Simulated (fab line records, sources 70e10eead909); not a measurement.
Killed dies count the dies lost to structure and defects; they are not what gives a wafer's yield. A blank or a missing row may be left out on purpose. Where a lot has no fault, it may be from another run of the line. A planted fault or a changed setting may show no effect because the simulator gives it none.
fab line records	flow nand_harc
record: lots: 6	wafers: 18	last_day: 32
route steps=1302 shown A_SGD_CUT@906 A_SLIT@922 END@1302
lots with no fault: from the same line, run without faults
start_h: start of the lot's first displayed wafer, in hours after the record's first day	wait_h: hours from the lot's prior step to this one	" the same as in the row above	L1.1+2: several wafers, shown together as one row	- no value present, or no start provided	* or withheld: withheld	< > ~ a bound
route shown NAME@n: NAME is a module with steps in the file, n the number in the route of the first one	usual: mean/standard deviation of fault-free wafers	same: alike in all rows	chamber/n: place in a boat	sites: each site's reading	_std_site: the standard deviation of these	_edge_site: outer sites' mean less inner sites'	radius_mm: for every site, how far away it sits from the centre of the wafer	mask NAME#n: copy n	behind: the tool/chamber that last shaped the wafer	hold: cause of the lot's hold/its duration in hours/its outcome	device: transistor that didn't switch, given as n, p or np	end of line: tests run on the same wafers once the route is complete	a step without rows: its recipe alone	killed: count of dies lost to structure and defects at first sort (not the wafer's yield)	map: dies across one wafer; x = killed, . = not, _ = none there
set.NAME: the setting that was run; set.NAME@STEP: the one run at that earlier step	model.NAME: the simulator's own value behind a step, which no gauge read
lots seen at some steps along the route; tables by step, rows by wafer
services: a tool's chamber out of use, with start hour (start_h, from the record's first day; less than 0 if before it), hours out, and reason
== steps ==
step: NHARC_A_SGD_CUT_ETCH_59
recipe: target_depth_a: 2600	over_etch_frac: 0.25	time_s: 406.25	ion_energy_ev: 200	n2_flow_sccm: 150	h2_flow_sccm: 150	ar_flow_sccm: 0	rf_w: 400	bias_w: 150	chemistry: N2/H2
step: NHARC_A_SGD_CUT_ETCH_15
recipe: target_depth_a: 750	time_s: 64.3	ch3f_flow_sccm: 50	o2_flow_sccm: 30	ar_flow_sccm: 200	rf_w: 500	bias_w: 100	chemistry: CH3F/O2
usual: drypump_motor_current_A: 5.9/0.41	o2_flow_sccm: 29.99/0.09	oes_product_au: 0.969/0.016	rf_vpp_V: 263.9/1.6	showerhead_plenum_p_Torr: 2.46/0.1	throttle_valve_pct: 20.664/0.0085
same: time_s: 64.3
lot.wafer	tool	chamber	start_h	wait_h	drypump_motor_current_A	o2_flow_sccm	oes_product_au	rf_hours_counter_h	rf_vpp_V	showerhead_plenum_p_Torr	throttle_valve_pct
L570.1	rie_diel-01	0	-	-	6.0	29.97	0.959	4	265.2	2.56	20.664
L570.4	"	1	"	"	5.4	29.86	0.976	3	265.8	2.62	20.654
L570.6	"	3	"	"	6.2	30.07	0.975	-	262.3	2.39	20.654
L573.1	rie_diel-01	2	-	-	6.6	29.92	0.975	6	260.2	2.30	20.656
L573.3	"	3	"	"	6.2	30.00	0.952	6	263.3	2.39	20.654
L573.6	"	1	"	"	5.4	29.97	0.983	-	265.9	2.62	20.657
L581.4	rie_diel-01	0	-	-	6.0	29.90	0.973	10	265.2	2.56	20.658
L581.3	"	1	"	"	5.4	30.07	0.970	10	266.2	2.61	20.656
L581.6	"	1	"	"	5.4	30.09	0.968	-	267.9	2.61	20.660
L582.4	rie_diel-01	0	-	-	6.0	29.99	0.960	0	264.7	2.56	20.669
L582.5	"	2	"	"	6.6	29.91	0.969	-	261.5	2.30	20.664
L582.6	"	3	"	"	6.2	30.06	0.975	-	262.6	2.38	20.664
L585.2	rie_diel-01	0	-	-	6.0	29.97	0.982	2	265.0	2.56	20.685
L585.6	"	2	"	"	6.5	29.91	0.973	-	261.2	2.30	20.669
L585.5	"	3	"	"	6.3	29.90	0.982	-	261.9	2.38	20.652
L586.2	rie_diel-01	0	-	-	6.0	30.02	0.966	5	265.2	2.56	20.679
L586.4	"	1	"	"	5.5	30.05	0.983	5	266.3	2.61	20.652
L586.6	"	2	"	"	6.6	29.89	0.964	-	260.6	2.30	20.665
step: NHARC_A_SGD_CUT_ETCH_16
recipe: target_depth_a: 3105	time_s: 155.2	c4f8_flow_sccm: withheld	o2_flow_sccm: 8	ar_flow_sccm: withheld	rf_w: 600	bias_w: 800	chemistry: C4F8/O2/Ar
usual: oes_product_au: 0.978/0.016	rf_vpp_V: 723/3.9
same: time_s: 155.2
lot.wafer	tool	chamber	start_h	wait_h	oes_product_au	rf_hours_counter_h	rf_vpp_V
L570.4	rie_diel-01	2	-	-	1.002	4	717
L570.1	"	3	"	"	0.994	4	719
L570.6	"	2	"	"	1.002	-	716
L573.1	rie_diel-01	3	-	-	0.963	6	720
L573.3	"	0	"	"	0.970	6	726
L573.6	"	2	"	"	0.979	-	717
L581.3	rie_diel-01	2	-	-	0.991	11	717
L581.4	"	1	"	"	0.972	10	729
L581.6	"	3	"	"	1.003	-	721
L582.4	rie_diel-01	2	-	-	0.971	0	718
L582.6	"	1	"	"	1.000	-	729
L582.5	"	2	"	"	0.976	-	717
L585.2	rie_diel-01	1	-	-	0.997	2	728
L585.5	"	1	"	"	0.990	-	729
L585.6	"	2	"	"	0.978	-	717
L586.2	rie_diel-01	1	-	-	0.979	5	728
L586.4	"	2	"	"	0.979	5	717
L586.6	"	1	"	"	0.991	-	729
step: NHARC_A_SGD_CUT_STRIP_60
recipe: c4f8_flow_sccm: withheld	o2_flow_sccm: 8	ar_flow_sccm: withheld	bias_w: 0	chemistry: C4F8/O2/Ar
step: NHARC_A_SGD_CUT_STRIP_17
recipe: o2_flow_sccm: 500	ar_flow_sccm: 0	bias_w: 0	chemistry: O2
usual: drypump_motor_current_A: 5.9/0.41	o2_flow_sccm: 499.8/1.5	oes_product_au: 1.007/0.011	rf_vpp_V: 57.9/0.88	showerhead_plenum_p_Torr: 3.54/0.14	throttle_valve_pct: 17.036/0.008
lot.wafer	tool	chamber	start_h	wait_h	drypump_motor_current_A	o2_flow_sccm	oes_product_au	rf_hours_counter_h	rf_vpp_V	showerhead_plenum_p_Torr	throttle_valve_pct
L570.4	rie_diel-01	3	-	-	6.2	499.6	1.014	4	58.8	3.43	17.026
L570.1	"	1	"	"	5.4	500.3	1.013	3	59.0	3.75	17.038
L570.6	"	3	"	"	6.2	499.8	1.017	-	57.3	3.43	17.051
L573.1	rie_diel-01	2	-	-	6.6	500.3	1.015	7	57.7	3.31	17.043
L573.3	"	0	"	"	6.0	500.2	0.994	6	58.7	3.67	17.032
L573.6	"	1	"	"	5.4	497.9	1.008	-	58.1	3.74	17.031
L581.4	rie_diel-01	1	-	-	5.4	499.1	1.005	10	58.2	3.74	17.023
L581.3	"	3	"	"	6.2	500.0	1.008	11	58.7	3.43	17.040
L581.6	"	1	"	"	5.4	501.8	1.006	-	56.9	3.74	17.033
L582.4	rie_diel-01	2	-	-	6.6	497.1	0.986	0	57.4	3.31	17.045
L582.5	"	2	"	"	6.6	498.9	0.996	-	56.4	3.31	17.033
L582.6	"	3	"	"	6.2	499.4	1.031	-	59.1	3.43	17.038
L585.2	rie_diel-01	2	-	-	6.6	500.4	0.995	2	57.8	3.31	17.043
L585.5	"	3	"	"	6.2	503.5	1.022	-	58.3	3.42	17.021
L585.6	"	0	"	"	6.0	501.4	1.012	-	58.5	3.67	17.035
L586.2	rie_diel-01	1	-	-	5.4	498.3	1.017	5	59.9	3.74	17.032
L586.4	"	2	"	"	6.6	498.8	1.002	5	57.7	3.30	17.039
L586.6	"	1	"	"	5.4	498.0	1.033	-	58.3	3.74	17.041
step: NHARC_A_SGD_CUT_PRECLEAN_18
recipe: time_s: *	temp_c: 50	bath_age_min: 0	chemistry: SC1
step: NHARC_A_SGD_CUT_SRD_19
step: NHARC_A_SGD_CUT_DEP_20
recipe: target_thk_a: 1500	temp_c: 65	material: SiO2
step: NHARC_A_SGD_CUT_ANNEAL_27
recipe: temp_c: 450	time_s: 1800
step: NHARC_A_SGD_CUT_CMP_21
recipe: target_thk_nm: 148.19
step: NHARC_A_SGD_CUT_THK_MEAS_22
recipe: thk_meas_gauge: ellipsometry
usual: thk_nm: 148.4/1.6
lot.wafer	tool	chamber	start_h	wait_h	thk_nm
L570.1	film_metro-01	-	457.38	0.2	149.6
L570.4	"	-	"	"	147.2
L570.6	"	-	"	"	148.0
L573.1	film_metro-01	-	498.51	0.2	148.4
L573.3	"	-	"	"	149.3
L573.6	"	-	"	"	147.6
L581.3	film_metro-01	-	553.86	0.2	147.8
L581.4	"	-	"	"	147.3
L581.6	"	-	"	"	146.7
L582.4	film_metro-01	-	573.81	0.2	149.8
L582.5	"	-	"	"	151.1
L582.6	"	-	"	"	149.7
L585.2	film_metro-01	-	589.34	0.2	149.9
L585.5	"	-	"	"	148.9
L585.6	"	-	"	"	149.4
L586.2	film_metro-01	-	636.20	0.2	147.5
L586.4	"	-	"	"	150.3
L586.6	"	-	"	"	145.3
step: NHARC_A_SGD_CUT_SRD_23
step: NHARC_A_SGD_CUT_ETCH_26
recipe: target_depth_a: 458	chemistry: dHF	material: SiO2
lot.wafer	tool	chamber	start_h	wait_h
L570.4+6+1	wet_bench-04	6,7,1	457.44	0.0
L573.3+1+6	wet_bench-04	5,6,7	498.59	0.0
L581.4+6+3	wet_bench-04	5,6,7	553.94	0.0
L582.6+4+5	wet_bench-04	3,4,7	573.87	0.0
L585.6+2+5	wet_bench-02	6,1,2	589.41	0.0
L586.2+6+4	wet_bench-02	6,0,1	636.27	0.0
step: NHARC_A_SGD_CUT_ETCHBACK_24
recipe: target_depth_a: 500	over_etch_frac: 0.3	time_s: 92.857	ion_energy_ev: 120	ch3f_flow_sccm: 50	o2_flow_sccm: 30	ar_flow_sccm: 200	rf_w: 500	bias_w: 100	chemistry: CH3F/O2
usual: drypump_motor_current_A: 5.9/0.41	o2_flow_sccm: 30.00/0.1	oes_product_au: 0.97/0.037	rf_vpp_V: 244.5/1.6	showerhead_plenum_p_Torr: 2.46/0.1	throttle_valve_pct: 20.664/0.0086
same: time_s: 92.857
lot.wafer	tool	chamber	start_h	wait_h	drypump_motor_current_A	o2_flow_sccm	oes_product_au	rf_hours_counter_h	rf_vpp_V	showerhead_plenum_p_Torr	throttle_valve_pct
L570.1	rie_diel-07	1	457.64	0.2	5.4	29.99	1.02	13	246.6	2.48	20.673
L570.4	"	2	"	"	6.6	30.02	1.00	11	245.8	2.48	20.651
L570.6	"	0	"	"	5.5	29.99	1.02	-	244.5	2.53	20.678
L573.3	rie_diel-07	3	498.75	0.2	5.9	30.04	1.01	1	245.1	2.49	20.654
L573.1	"	1	"	"	5.4	29.98	1.01	3	245.1	2.48	20.663
L573.6	"	2	"	"	6.6	30.11	1.00	-	243.2	2.48	20.681
L581.3	rie_diel-01	2	554.08	0.1	6.6	30.11	0.96	11	243.5	2.30	20.661
L581.4	"	1	"	"	5.4	30.06	0.95	10	247.9	2.61	20.663
L581.6	"	3	"	"	6.3	29.90	0.96	-	241.0	2.39	20.675
L582.4	rie_diel-10	2	574.03	0.1	5.5	30.00	1.01	7	244.0	2.42	20.657
L582.6	"	2	"	"	5.5	30.07	1.00	-	243.5	2.42	20.668
L582.5	"	3	"	"	5.9	29.92	1.00	-	246.8	2.53	20.677
L585.2	rie_diel-10	3	589.61	0.2	5.9	29.93	1.00	9	246.2	2.53	20.661
L585.5	"	0	"	"	5.9	30.14	1.02	-	244.8	2.49	20.665
L585.6	"	1	"	"	5.4	30.13	1.01	-	243.3	2.30	20.668
L586.4	rie_diel-01	3	636.43	0.1	6.2	30.03	0.94	6	242.5	2.38	20.666
L586.2	"	1	"	"	5.4	29.92	0.95	5	246.3	2.61	20.664
L586.6	"	0	"	"	6.0	29.97	0.92	-	246.1	2.56	20.656
step: NHARC_A_SGD_CUT_STRIP_28
recipe: time_s: 20	o2_flow_sccm: 500	ar_flow_sccm: 0	bias_w: 0	chemistry: O2
step: NHARC_A_SGD_CUT_INSPECT_25
usual: raw_defect_count: 381/87
lot.wafer	tool	chamber	start_h	wait_h	hold	raw_defect_count
L570.1	defect_inspect-01	-	457.85	-	-	377
L570.4	"	-	"	"	-	346
L570.6	"	-	"	"	-	450
L573.1	defect_inspect-02	-	498.97	-	-	297
L573.3	"	-	"	"	-	308
L573.6	"	-	"	"	-	370
L581.3	defect_inspect-01	-	554.33	-	await_dispo/0.2h/release	1125
L581.4	"	-	"	"	await_dispo/0.2h/release	1063
L581.6	"	-	"	"	await_dispo/0.2h/release	1078
L581.3	defect_inspect-01	-	554.50	0.2	-	1140
L581.4	"	-	"	"	-	1054
L581.6	"	-	"	"	-	1087
L582.4	defect_inspect-02	-	574.27	-	await_dispo/0.2h/release	1100
L582.5	"	-	"	"	await_dispo/0.2h/release	988
L582.6	"	-	"	"	await_dispo/0.2h/release	1019
L582.4	defect_inspect-02	-	574.45	0.2	-	1101
L582.5	"	-	"	"	-	989
L582.6	"	-	"	"	-	1025
L585.2	defect_inspect-02	-	589.81	-	-	403
L585.5	"	-	"	"	-	453
L585.6	"	-	"	"	-	489
L586.2	defect_inspect-02	-	636.67	-	-	371
L586.4	"	-	"	"	-	434
L586.6	"	-	"	"	-	401
step: NHARC_A_SLIT_DEP_25
recipe: target_thk_a: 2000	temp_c: 400	pressure_torr: 6.5	rf_w: 900	teos_flow_sccm: 161.4	flow_sccm: 2650	target_thk_nm: 200	gas: O2	material: SiO2
usual: flow_sccm: 2649/8	heater_power_w: 540/89	showerhead_vpp_V: 1827/92	throttle_valve_pct: 16.1/0.37
lot.wafer	tool	chamber	start_h	wait_h	hold	flow_sccm	heater_power_w	showerhead_vpp_V	throttle_valve_pct
L570.1	pecvd-03	0	458.22	0.4	-	2642	579	1708	16.7
L570.4	"	0	"	"	-	2633	589	1732	16.4
L570.6	"	2	"	"	-	2634	589	1964	16.2
L573.1	pecvd-04	0	499.04	0.1	-	2643	565	1970	15.5
L573.3	"	2	"	"	-	2645	293	1717	16.2
L573.6	"	0	"	"	-	2648	583	1971	15.8
L581.3	pecvd-04	0	565.18	10.7	await_dispo/10.3h/release	2646	637	2005	16.0
L581.4	"	1	"	"	await_dispo/10.3h/release	2645	523	1808	16.5
L581.6	"	0	"	"	await_dispo/10.3h/release	2644	651	1994	16.1
L582.4	pecvd-01	0	576.76	2.3	await_dispo/2.1h/release	2647	618	1834	16.1
L582.5	"	1	"	"	await_dispo/2.1h/release	2651	446	1816	16.3
L582.6	"	2	"	"	await_dispo/2.1h/release	2645	560	1726	16.4
L585.2	pecvd-01	2	589.91	0.1	-	2658	563	1745	16.5
L585.5	"	1	"	"	-	2650	556	1799	16.4
L585.6	"	0	"	"	-	2638	597	1802	16.0
L586.2	pecvd-01	0	636.99	0.3	-	2652	530	1788	16.3
L586.4	"	2	"	"	-	2660	619	1728	16.5
L586.6	"	1	"	"	-	2657	528	1784	16.4
step: NHARC_END_SORT_01
recipe: temp_c: 25
usual: killed_at_array: 59/21	killed_at_other: 1.0/1.1	killed_at_periphery: 4.0/2.6	killed_dies: 64/21	killed_open: 3.2/1.7	killed_short: 2.5/1.5
same: gross_dies: 677
lot.wafer	tool	chamber	start_h	wait_h	killed_at_array	killed_at_other	killed_at_periphery	killed_dies	killed_open	killed_short
L582.4	prober-01	0	697.18	3.4	148	1	9	158	5	3
L582.5	prober-01	0	697.99	3.7	171	0	10	181	1	3
L582.6	prober-01	0	698.80	4.0	175	2	6	183	5	5
L581.3	prober-02	0	707.46	3.1	168	0	1	169	1	1
L581.4	prober-02	0	708.26	3.4	124	0	2	126	1	1
L581.6	prober-02	0	709.87	4.0	161	1	3	165	1	2
killed by level:class
L582.4 A_SGD_CUT:unspecified=79 A_CHANNEL_HOLE_D1:chamber_film_flake=30 A_SLIT:chamber_film_flake=21 P_ZERO_WELL:chamber_film_flake=4 P_M2:chamber_film_flake=4 A_SGD_CUT:chamber_film_flake=4 A_CONTACT:chamber_film_flake=3 A_CHANNEL_FILL_D2:geometric_particle:open=2
L582.5 A_SGD_CUT:unspecified=89 A_SLIT:chamber_film_flake=33 A_CHANNEL_HOLE_D1:chamber_film_flake=31 A_CONTACT:chamber_film_flake=7 A_SGD_CUT:chamber_film_flake=6 P_M2:chamber_film_flake=5 P_STI:chamber_film_flake=3 P_CONTACT:geometric_particle:short=1
L582.6 A_SGD_CUT:unspecified=96 A_CHANNEL_HOLE_D1:chamber_film_flake=31 A_SLIT:chamber_film_flake=30 A_SGD_CUT:chamber_film_flake=5 A_CHANNEL_HOLE_D1:geometric_particle:open=2 P_M2:chamber_film_flake=2 A_CONTACT:chamber_film_flake=2 THIN_TSV:chamber_film_flake=2
L581.3 A_SGD_CUT:unspecified=91 A_CHANNEL_HOLE_D1:chamber_film_flake=36 A_SLIT:chamber_film_flake=26 A_CHANNEL_HOLE_D2:chamber_film_flake=11 A_SOURCE_PLATE:geometric_particle:short=1 A_BLC:geometric_particle:open=1 P_BONDPAD:chamber_film_flake=1 A_DECK1_JOINT:chamber_film_flake=1
L581.4 A_SGD_CUT:unspecified=35 A_CHANNEL_HOLE_D1:chamber_film_flake=34 A_SLIT:chamber_film_flake=34 A_CHANNEL_HOLE_D2:chamber_film_flake=18 P_BONDPAD:chamber_film_flake=2 A_CHANNEL_HOLE_D1:geometric_particle:short=1 A_BLC:geometric_particle:open=1 A_STAIRCASE:chamber_film_flake=1
L581.6 A_SGD_CUT:unspecified=91 A_SLIT:chamber_film_flake=31 A_CHANNEL_HOLE_D1:chamber_film_flake=26 A_CHANNEL_HOLE_D2:chamber_film_flake=6 A_ZERO_WELL:chamber_film_flake=3 P_CONTACT:geometric_particle:open=1 A_DECK1_JOINT:geometric_particle:short=1 A_SGD_CUT:geometric_particle:short=1
map L581.3 (x killed, . not)
____________.____________
_________......._________
_______........xxx_______
______..........x.x______
_____........x..x.xx_____
____..........xxxxx..____
____............xxx..____
___.......xx...xxxxxx.___
___....xx.xx....xxxx..___
__.....xxxx....x.xxxx..__
__......xxxxx...xxx....__
_......x.x.x.......x...._
_.....xxxxxxx..........._
_....x.xxxx.xx.........._
_....xxxxxxx............_
_....xxxxxxxx..........._
....xxxxxxxxx............
.....xxxxxxxx............
....xxxxxxxxx............
....xxxxxxxx...x.........
....xxxxxxxxx............
_....xxxxxxxx......x...._
_.x..xxxxxxx......xx...._
_....xxxxxxx....x.x....._
_......xxxxx.....xx.x..._
_......x................_
__.....x.......x...x...__
__.....................__
___...........xx......___
___...................___
____.................____
____.................____
_____..............._____
______.............______
_______..........._______
_________......._________
____________.____________
map L582.6 (x killed, . not)
____________.____________
_________......._________
_______.......x..._______
______..........x..______
_____x.........xxx.x_____
____......x....xxxx..____
____.......xxxx.xxx.x____
___.....xxx..x.xxxxx..___
___......x.xxxxxxxx...___
__......xxxxxx.xxxx....__
__..x...xxxxxxxxx......__
_x....x.xxxxxxxxx......._
_.x...xxxxxxxxxx......x._
_......xxxxxxxxxx....x.._
_......xxxxxxxxx........_
_......xxxxxxxx........._
........xxxxxxx.x.x......
........x.xxxxxx...x....x
x.........xxxxxx.....x...
........x.xxx.x..x.......
..x........x...x..xxx.xx.
_....x.........x.x.x...._
_..............x.xxxx..._
_..........x..xxxxxx.x.._
_.........x..x.xxxxx.x.._
_.......xx.......xxx..x._
__..............x......__
__.....................__
___...................___
___...................___
____.................____
____.................____
_____.x............._____
______.............______
_______..........._______
_________......x_________
____________.____________
== services ==
tool	chamber	start_h	hours	kind
rie_diel-07	3	427.06	7.1	repair
wet_bench-04	-	434.26	0.8	repair
wet_bench-02	-	435.06	8.0	pm
rie_diel-07	2	442.55	3.9	repair
pecvd-04	-	446.41	1.7	repair
pecvd-04	-	450.00	13.0	pm
rie_diel-10	0	469.91	1.8	repair
rie_diel-07	-	471.26	9.0	pm
rie_diel-07	3	484.98	10.3	repair
pecvd-01	-	492.20	13.0	pm
rie_diel-10	0	499.74	4.9	repair
rie_diel-10	2	509.50	4.9	repair
rie_diel-07	2	516.20	3.2	repair
wet_bench-04	-	542.01	2.2	repair
rie_diel-01	0	555.35	1.4	repair
rie_diel-01	-	557.80	9.0	pm
wet_bench-04	-	579.20	8.0	pm
pecvd-04	2	579.90	6.9	repair
rie_diel-07	1	582.54	3.6	repair
rie_diel-01	2	585.60	7.8	repair
rie_diel-10	-	596.50	9.0	pm
rie_diel-07	3	603.12	7.9	repair
wet_bench-02	-	611.06	8.0	pm
pecvd-04	-	631.00	13.0	pm
== key ==
first_sign: step: NHARC_A_SGD_CUT_INSPECT_25	reading: visit	direction: added
effect: step: NHARC_A_SGD_CUT_INSPECT_25	reading: raw_defect_count	direction: up	sigmas: 7.9	usual: 381	struck: 1062
effect: step: NHARC_END_SORT_01	reading: killed_dies	direction: up	sigmas: 4.7	usual: 64	struck: 164
more_kills_born_at: NHARC_A_SGD_CUT_ETCH_26@wet_bench-04: 481
met_at NHARC_A_SGD_CUT_ETCH_26
struck_wafers L581.3,L581.4,L581.6,L582.4,L582.5,L582.6
tester_left_out L581,L582
onset_between 498.59 553.94
fault: kind: chamber_particle_source	tool: wet_bench-04	chamber: -	onset_h: 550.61	steps: NHARC_A_SGD_CUT_ETCH_26	rate_per_visit_cm2: 1.1449	end_h: 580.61
tester_left_out: of these lots the tester's yield and bins aren't shown, on N5 and GAA mostly nor the transistor test; their killed dies are dies lost to structure and defects alone, not to doping, threshold or leakage, so they don't give the yield
